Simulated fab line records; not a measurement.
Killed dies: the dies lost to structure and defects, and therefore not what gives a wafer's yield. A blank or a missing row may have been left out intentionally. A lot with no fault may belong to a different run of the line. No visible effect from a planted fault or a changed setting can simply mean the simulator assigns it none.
fab line records ; flow n5Finfet
record: lots: 7; wafers: 39
route steps=1938 shown WELL_APT@26 FIN_SAQP@138 SD_EPI_N@269 HKMG_FIN@412 MOL_CONTACT_COAG@562 BEOL_M1@753 BEOL_M4@1098 BEOL_M6@1254 BEOL_M8@1344 BEOL_M9@1467 BEOL_M11@1592 BEOL_M14@1751 BEOL_M15@1830
startH: hours from the record's opening day to when the first of the lot's shown wafers began ; waitH: hours since the lot's step before ; " the same as in the row above ; L1.1+2: a row that stands for several wafers ; - either no value or no given start ; * or withheld: withheld ; < > ~ a bound
route shown NAME@n: a module of which the file shows steps, and the number in the route of the first ; usual: mean/standard deviation of fault-free wafers ; same: alike in all rows ; chamber/n: place in a boat ; sites: the reading at each site ; _std_site: standard deviation across them ; _edge_site: inner sites' mean taken away from outer sites' mean ; radiusMm: how far each site lies from the wafer's centre ; mask NAME#n: copy n ; behind: tool/chamber where the wafer was last shaped ; hold: what put the lot on hold/how long, in hours/how the hold closed ; device: the transistor (n, p or np) that didn't switch ; end of line: at the end of the route, the tests of the same wafers ; a step with no rows: only its recipe ; killed: dies that structure and defects cost at the first sort, which is not the same as the wafer's yield ; map: a wafer's dies, marking killed ones x, the rest . and places with no die _
set.NAME: the setting the step ran with; set.NAME@STEP: the setting that earlier step ran with ; model.NAME: the simulator's own value behind a step, which no gauge read
lots whose settings were changed on purpose; a table a step, a row a wafer
== steps ==
step: N5_WELL_APT_DEVELOP_07
recipe: developTimeS: 45; rinseLiquid: surfactantRinse; dry: airSpin; devTempC: 21
step: N5_FIN_SAQP_SPACER2_ALD_28
recipe: material: SiO2; targetThkA: 81; tempC: 300; aldPrecursorFamily: BDEAS; aldCoReactant: O2-plasma; pulseTimeS: 1; purgeTimeS: 2; coReactantPurgeTimeS: 2; pressureTorr: 2
step: N5_SD_EPI_N_DEVELOP_08
recipe: developTimeS: 30; developer: TMAH; resist: CAR-ArF-block; devTempC: 23; rinseLiquid: diw; dry: airSpin
step: N5_HKMG_FIN_ALD_79
recipe: material: TiN; targetThkA: 15; tempC: 400; aldPrecursorFamily: TiCl4; aldCoReactant: NH3; pulseTimeS: 1; purgeTimeS: 3; coReactantPurgeTimeS: 2; coReactantPulseTimeS: 2; aldCycles: 68; pressureTorr: 3
step: N5_MOL_CONTACT_COAG_ALD_123
recipe: material: SiNx; targetThkA: 50; tempC: 400; aldPrecursorFamily: SiH2I2; aldCoReactant: N2/H2-plasma; pulseTimeS: 1; purgeTimeS: 2; coReactantPurgeTimeS: 2; aldCycles: 100; pressureTorr: 2
step: N5_BEOL_M1_PECVD_72
recipe: material: SiO2; targetThkA: 160; tempC: 400; precursor: TEOS/O2; pressureTorr: 5.5; rfW: 450; teosFlowSccm: 53.8; gas: O2; flowSccm: 3000; timeS: 18
step: N5_BEOL_M1_SPUTTER_86
recipe: material: Cu; targetThkA: 45; tempC: -20; chamberPressurePa: 0.07; powerW: withheld; timeS: 8.29
step: N5_BEOL_M4_SPUTTER_94
step: N5_BEOL_M6_SPUTTER_48
recipe: material: Cu; targetThkA: 100; tempC: -20; biasV: 60; powerW: 26000; chamberPressurePa: 0.13; timeS: 1.667
step: N5_BEOL_M8_DEVELOP_10
recipe: developTimeS: 30; developer: TMAH; resist: CAR-ArF; rinseLiquid: diw; dry: airSpin; devTempC: 23
step: N5_BEOL_M9_DEP_56
recipe: material: SiCN; targetThkA: 150; tempC: withheld; precursor: 3MS/NH3; pressureTorr: 3; rfW: 202; timeS: 26.5
step: N5_BEOL_M11_CVD_75
recipe: material: Co; targetThkA: 20; tempC: withheld; precursor: CCTBA/H2; pressureTorr: 30; timeS: 138.9
step: N5_BEOL_M14_ETCH_68
recipe: chemistry: N2/H2; target: SOC; maskMaterial: SiARC; sourceW: 3000; biasW: 350; tempC: 40; timeS: 450; ionEnergyEv: 200; pressureMtorr: 30; n2FlowSccm: 200; h2FlowSccm: 200
step: N5_BEOL_M15_RC_MEAS_101
usual: SERP_M11: 3.06/0.065; SERP_M8: 13.9/0.41
lot.wafer;tool;chamber;startH;waitH;set.developTimeS@WELL_APT_DEVELOP_07;set.targetThkA@FIN_SAQP_SPACER2_ALD_28;set.developTimeS@SD_EPI_N_DEVELOP_08;set.coReactantPulseTimeS@HKMG_FIN_ALD_79;set.aldCycles@MOL_CONTACT_COAG_ALD_123;set.timeS@BEOL_M1_PECVD_72;set.targetThkA@BEOL_M1_SPUTTER_86;set.timeS@BEOL_M4_SPUTTER_94;set.targetThkA@BEOL_M6_SPUTTER_48;set.developTimeS@BEOL_M8_DEVELOP_10;set.targetThkA@BEOL_M9_DEP_56;set.targetThkA@BEOL_M11_CVD_75;set.timeS@BEOL_M14_ETCH_68;SERP_M11[ohm/um];SERP_M8[ohm/um]
L081.1;prober-02;0;296.65;0.0;45;53.79;25.06;2.767;50;22.46;22.74;12.33;137.8;15.11;150;8.593;450;2.83;16.1
L081.2;prober-02;0;296.65;0.0;45;53.79;30;2.767;100;22.46;22.74;8.29;100;30;108.9;20;450;3.08;14.1
L081.3;prober-02;0;296.65;0.0;61.62;81;30;2.767;100;18;45;12.33;137.8;15.11;108.9;20;450;3.08;16.2
L081.4;prober-02;0;296.65;0.0;45;81;25.06;2;100;18;45;8.29;137.8;30;150;8.593;450;2.82;13.9
L081.5;prober-02;0;296.65;0.0;61.62;81;30;2;50;22.46;45;8.29;100;15.11;150;20;450;3.07;15.4
L081.6;prober-02;0;296.65;0.0;61.62;53.79;25.06;2;50;18;22.74;12.33;100;30;108.9;8.593;450;2.85;14.0
L084.4;prober-01;0;313.58;0.5;45;81;30;2;100;18;45;8.29;100;30;150;20;450;3.12;13.9
L084.5;prober-01;0;313.58;0.5;45;81;30;2;100;18;45;8.29;100;30;150;20;450;3.11;13.1
L084.6;prober-01;0;313.58;0.5;45;81;30;2;100;18;45;8.29;100;30;150;20;450;3.07;14.1
L085.1;prober-01;0;323.70;0.0;57.85;81;14.13;1.66;100;18;20.09;4.588;100;44.85;239.7;29.55;641.3;3.18;13.0
L085.2;prober-01;0;323.70;0.0;57.85;122.9;14.13;1.66;100;10.4;45;8.29;100;44.85;150;20;641.3;3.04;13.0
L085.3;prober-01;0;323.70;0.0;45;122.9;30;1.66;100;18;45;8.29;100;30;239.7;29.55;450;3.12;14.3
L085.4;prober-01;0;323.70;0.0;57.85;81;30;2;100;10.4;45;4.588;100;30;150;20;641.3;3.03;14.0
L085.5;prober-01;0;323.70;0.0;45;122.9;14.13;2;100;18;20.09;4.588;100;30;150;29.55;450;3.18;13.7
L085.6;prober-01;0;323.70;0.0;45;81;30;2;100;10.4;20.09;8.29;100;44.85;239.7;20;450;3.00;12.6
L090.1;prober-02;0;360.89;0.0;22.36;81;45.12;1.564;100;18;45;4.489;100;30;121.5;20;559.3;2.98;14.4
L090.2;prober-02;0;360.89;0.0;45;81;45.12;1.564;100;27.84;45;4.489;100;30;121.5;28.72;450;3.22;14.3
L090.3;prober-02;0;360.89;0.0;45;81;30;2;100;27.84;45;8.29;100;30;150;20;559.3;2.96;13.6
L090.4;prober-02;0;360.89;0.0;22.36;119.2;45.12;2;100;27.84;45;8.29;100;43.47;121.5;28.72;450;3.09;12.9
L090.5;prober-02;0;360.89;0.0;22.36;119.2;30;2;100;18;45;4.489;100;43.47;150;20;450;2.96;12.6
L090.6;prober-02;0;360.89;0.0;45;119.2;30;1.564;100;18;45;8.29;100;43.47;150;28.72;559.3;3.18;13.5
L091.1;prober-01;0;361.59;0.0;60.45;81;20.97;2.74;100;21.7;45;5.14;70.34;30;150;20;450;2.97;14.1
L091.2;prober-01;0;361.59;0.0;60.45;81;30;2;100;18;45;8.29;70.34;30;150;20;542.5;3.16;14.3
L091.3;prober-01;0;361.59;0.0;45;81;30;2;100;21.7;28.56;5.14;100;30;150;14.18;450;2.96;14.4
L091.4;prober-01;0;361.59;0.0;45;81;30;2.74;100;18;45;8.29;100;30;150;14.18;542.5;3.03;14.7
L091.5;prober-01;0;361.59;0.0;60.45;81;20.97;2;100;18;28.56;5.14;100;30;150;20;542.5;3.13;14.2
L091.6;prober-01;0;361.59;0.0;45;81;20.97;2.74;100;21.7;28.56;8.29;70.34;30;150;14.18;450;3.00;15.1
L096.1;prober-02;0;386.23;0.0;69.34;81;30;2;100;18;18.98;8.29;100;13.85;220.9;25.74;578.6;3.11;16.3
L096.2;prober-02;0;386.23;0.0;69.34;81;30;2;121;18;18.98;8.29;100;13.85;220.9;20;450;2.93;17.2
L096.3;prober-02;0;386.23;0.0;45;81;30;2;100;18;45;8.29;100;30;220.9;20;578.6;2.98;14.2
L096.4;prober-02;0;386.23;0.0;69.34;81;30;2;121;18;45;8.29;100;30;150;20;450;3.08;14.1
L096.5;prober-02;0;386.23;0.0;45;81;30;2;100;18;45;8.29;100;13.85;150;25.74;578.6;3.04;16.4
L096.6;prober-02;0;386.23;0.0;45;81;30;2;121;18;18.98;8.29;100;30;150;25.74;450;3.02;13.9
L097.1;prober-01;0;398.84;0.0;65.88;81;30;2;100;18;45;11.16;100;30;238.4;20;450;3.03;14.1
L097.2;prober-01;0;398.84;0.0;45;62.83;14.13;2;100;9.978;45;8.29;74.39;30;150;30.67;450;3.20;13.8
L097.3;prober-01;0;398.84;0.0;65.88;62.83;14.13;2;100;9.978;45;11.16;100;30;150;30.67;450;3.20;13.9
L097.4;prober-01;0;398.84;0.0;45;62.83;30;2;100;18;45;11.16;74.39;36.3;150;20;450;3.03;13.3
L097.5;prober-01;0;398.84;0.0;45;81;14.13;2;100;18;45;8.29;100;36.3;238.4;20;450;3.06;13.8
L097.6;prober-01;0;398.84;0.0;65.88;81;30;2;100;9.978;45;8.29;74.39;36.3;238.4;30.67;450;3.29;13.1
== key ==
split: step: N5_WELL_APT_DEVELOP_07; setting: developTimeS; statedAs: 45
response none clear
split: step: N5_FIN_SAQP_SPACER2_ALD_28; setting: targetThkA; statedAs: 81
response none clear
split: step: N5_SD_EPI_N_DEVELOP_08; setting: developTimeS; statedAs: 30
response none clear
split: step: N5_HKMG_FIN_ALD_79; setting: coReactantPulseTimeS; statedAs: 2
response none clear
split: step: N5_MOL_CONTACT_COAG_ALD_123; setting: aldCycles; statedAs: 100
response none clear
split: step: N5_BEOL_M1_PECVD_72; setting: timeS; statedAs: 18
response none clear
split: step: N5_BEOL_M1_SPUTTER_86; setting: targetThkA; statedAs: 45
response none clear
split: step: N5_BEOL_M4_SPUTTER_94; setting: timeS; statedAs: 8.29
response none clear
split: step: N5_BEOL_M6_SPUTTER_48; setting: targetThkA; statedAs: 100
response none clear
split: step: N5_BEOL_M8_DEVELOP_10; setting: developTimeS; statedAs: 30
response: step: N5_BEOL_M15_RC_MEAS_101; reading: SERP_M8; slope: -0.0366; per: 1%; togetherWith: all; explained: 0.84
split: step: N5_BEOL_M9_DEP_56; setting: targetThkA; statedAs: 150
response none clear
split: step: N5_BEOL_M11_CVD_75; setting: targetThkA; statedAs: 20
response: step: N5_BEOL_M15_RC_MEAS_101; reading: SERP_M11; slope: +0.00354; per: 1%; togetherWith: all; explained: 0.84
split: step: N5_BEOL_M14_ETCH_68; setting: timeS; statedAs: 450
response none clear
